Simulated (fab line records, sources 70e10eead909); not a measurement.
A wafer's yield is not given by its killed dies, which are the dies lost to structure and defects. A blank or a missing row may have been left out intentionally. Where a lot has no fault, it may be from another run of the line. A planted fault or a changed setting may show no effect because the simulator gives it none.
Problem report, 8D (eight disciplines) form, completed by code + flow nandHarc + the parts of the form that need people (team, actions taken, sign-off) are left out

1. THE PROBLEM
Mean of killedAtPeriphery at NHARC_END_SORT_01: 625.0 over 2 wafers from 1 lot, against 3.8 (standard deviation 2.9) on wafers with no fault. So: +99 or more standard deviations from the usual mean.
Earliest sighting: wafer L366.1 on prober-02 at day 30 02:23. The record holds 2 wafers of 1 lot with a number at this step. Rule for "out" (also "out of limits"): further than 4 standard deviations from the usual mean. The other wafers with a number count as sound.

2. WHAT IT IS AND WHAT IT IS NOT
| question                    | is                            | is not                                                |
|-----------------------------|-------------------------------|-------------------------------------------------------|
| which readings at this step | killedAtPeriphery, killedDies | killedAtArray, killedAtOther, killedOpen, killedShort |
| which lots                  | L366                          | -                                                     |
| which wafers of those lots  | all that have a number        | -                                                     |
| read on which gauges        | prober-02                     | -                                                     |
| when                        | from day 30 02:23             | up to then (0 sound wafers)                           |

3. WHAT RULES OUT EACH SUSPECT
Counting: a tool stays on the suspect list if, at a process step up to the reading, it processed all lots that are out and no sound lot following the first of them.
- the gauge at NHARC_END_SORT_01: kept. All the wafers that are out were read on prober-02, and no step on other tools shows them out.
- pvdSputter-01 at NHARC_P_GATE_DEGAS_109 (time 60 s): kept. It ran the lot that is out, L366 (day 11 01:09), and no sound lot after that.
- pecvd-04 at NHARC_P_CONTACT_DEP_00 (deposits SiO2, target thk 500 nm): kept. It ran the lot that is out, L366 (day 11 05:31), and no sound lot after that. Because NHARC_P_CONTACT_DEP_00 lacks a start for some lots, the hours and order of its lots are taken from NHARC_P_CONTACT_DEGAS_38.
- pvdSputter-02 at NHARC_P_CONTACT_DEGAS_38 (time 60 s): kept. It ran the lot that is out, L366 (day 11 05:31), and no sound lot after that.
- aldMetal-02 at NHARC_P_CONTACT_ALD_22 (deposits TiN, target thk 3 nm, pulse time 1 s, ald cycles 150): kept. It ran the lot that is out, L366 (day 11 05:46), and no sound lot after that.
Left after counting: pvdSputter-01 at NHARC_P_GATE_DEGAS_109, pecvd-04 at NHARC_P_CONTACT_DEP_00, pvdSputter-02 at NHARC_P_CONTACT_DEGAS_38, aldMetal-02 at NHARC_P_CONTACT_ALD_22, prober-02 at NHARC_END_SORT_01.

4. THE CAUSE (what the simulator had put in)
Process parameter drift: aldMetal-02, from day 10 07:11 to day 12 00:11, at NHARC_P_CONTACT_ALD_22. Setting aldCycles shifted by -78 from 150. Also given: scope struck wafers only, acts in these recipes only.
Of the 5 suspects that counting leaves, this tool is one.

5. THE CHAIN OF EFFECTS, in route order
Rows list readings where the struck wafers' mean (over those with a number) sits beyond 3 standard deviations from the usual. Only readings for which the record gives a usual standard deviation are gone through. hours: the time from each lot's start at the first step in this table that gives one to its start at this step, as a median over the lots. sigmas: the change in usual standard deviations.
| hours | step              | reading           | usual | on struck wafers | change | sigmas      |
|-------|-------------------|-------------------|-------|------------------|--------|-------------|
| 0     | NHARC_END_SORT_01 | killedAtPeriphery | 3.8   | 625.0            | +621.2 | +99 or more |
| 0     | NHARC_END_SORT_01 | killedDies        | 60    | 677              | +617   | +32         |

6. WHAT WOULD HAVE CAUGHT IT SOONER
In this record the first reading out of limits at a measuring or inspecting step was taken at day 30 02:23, 475 hours after the fault began at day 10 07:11.
No tool reading at NHARC_P_CONTACT_ALD_22 that has a usual standard deviation in the record was out on any struck wafer, so an alarm limit of 4 standard deviations on those readings would not have fired.
By day 30 02:23, every lot that is out (1) had started NHARC_P_CONTACT_ALD_22 on aldMetal-02. A hold on the tool at that time would have spared none of them.
